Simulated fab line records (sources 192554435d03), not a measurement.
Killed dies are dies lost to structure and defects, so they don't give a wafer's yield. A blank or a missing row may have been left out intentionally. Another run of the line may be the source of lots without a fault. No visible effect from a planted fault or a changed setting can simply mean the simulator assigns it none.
Chamber matching / flow n5_finfet / N5_BEOL_M0_SAQP_MANDREL1_REMOVE_100 on rie_si-05 has 4 sister chambers
The step chemistry HBr/Cl2/O2, target a-Si, stops on SiNx, bt time 10 s. 14 wafers are shown with their chamber, then 6 later ones without.

WAFERS PAIRED WITH THEIR CHAMBERS
wafer=L805.1; chamber=0; drypump_motor_current_A (A)=6.2; oes_product_au (a.u.)=1.010
wafer=L805.2; chamber=3; drypump_motor_current_A (A)=6.2; oes_product_au (a.u.)=0.982
wafer=L805.5; chamber=2; drypump_motor_current_A (A)=6.5; oes_product_au (a.u.)=1.008
wafer=L806.2; chamber=2; drypump_motor_current_A (A)=6.5; oes_product_au (a.u.)=1.001
wafer=L806.6; chamber=2; drypump_motor_current_A (A)=6.5; oes_product_au (a.u.)=1.007
wafer=L818.3; chamber=1; drypump_motor_current_A (A)=5.1; oes_product_au (a.u.)=1.009
wafer=L818.4; chamber=3; drypump_motor_current_A (A)=6.2; oes_product_au (a.u.)=0.976
wafer=L818.5; chamber=0; drypump_motor_current_A (A)=6.2; oes_product_au (a.u.)=1.007
wafer=L820.1; chamber=0; drypump_motor_current_A (A)=6.3; oes_product_au (a.u.)=0.999
wafer=L820.2; chamber=2; drypump_motor_current_A (A)=6.5; oes_product_au (a.u.)=0.992
wafer=L820.3; chamber=1; drypump_motor_current_A (A)=5.1; oes_product_au (a.u.)=1.012
wafer=L821.2; chamber=2; drypump_motor_current_A (A)=6.5; oes_product_au (a.u.)=0.993
wafer=L821.3; chamber=1; drypump_motor_current_A (A)=5.1; oes_product_au (a.u.)=1.018
wafer=L821.4; chamber=3; drypump_motor_current_A (A)=6.2; oes_product_au (a.u.)=0.992

SIGNATURES (averages over the wafers above)
reading=drypump_motor_current_A; chamber 0=6.233; chamber 1=5.100; chamber 2=6.500; chamber 3=6.200; scatter within a chamber=0.0258
reading=oes_product_au; chamber 0=1.00533; chamber 1=1.01300; chamber 2=1.00020; chamber 3=0.98333; scatter within a chamber=0.00681
Rule: for each reading, subtract the chamber's mean from the wafer's reading, divide by that reading's scatter and square the result; add these up over the readings and take the root, which gives the wafer's distance from the chamber. The wafer belongs to the nearest chamber; if the next one is less than 2 further off, it can't be placed. The scatter: the root of (the sum of the squares of (reading less its chamber's mean) over the shown wafers, divided by (wafers less chambers)).

WAFERS WHOSE CHAMBER IS MISSING
wafer=L823.2; drypump_motor_current_A (A)=5.1; oes_product_au (a.u.)=1.014
wafer=L823.3; drypump_motor_current_A (A)=6.3; oes_product_au (a.u.)=1.004
wafer=L823.4; drypump_motor_current_A (A)=6.2; oes_product_au (a.u.)=0.983
wafer=L825.2; drypump_motor_current_A (A)=6.2; oes_product_au (a.u.)=0.996
wafer=L825.4; drypump_motor_current_A (A)=6.5; oes_product_au (a.u.)=1.004
wafer=L825.5; drypump_motor_current_A (A)=5.1; oes_product_au (a.u.)=1.013

WHICH CHAMBER EACH WENT THROUGH
wafer=L823.2; from the rows above=1; in truth=1
wafer=L823.3; from the rows above=0; in truth=0
wafer=L823.4; from the rows above=3; in truth=3
wafer=L825.2; from the rows above=can't be placed: 3 or 0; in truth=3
wafer=L825.4; from the rows above=2; in truth=2
wafer=L825.5; from the rows above=1; in truth=1
Correct placement for 5 of the 6. From these rows, 1 cannot be placed; in 1 the true chamber is one of the candidates. Wrongly placed: 0.
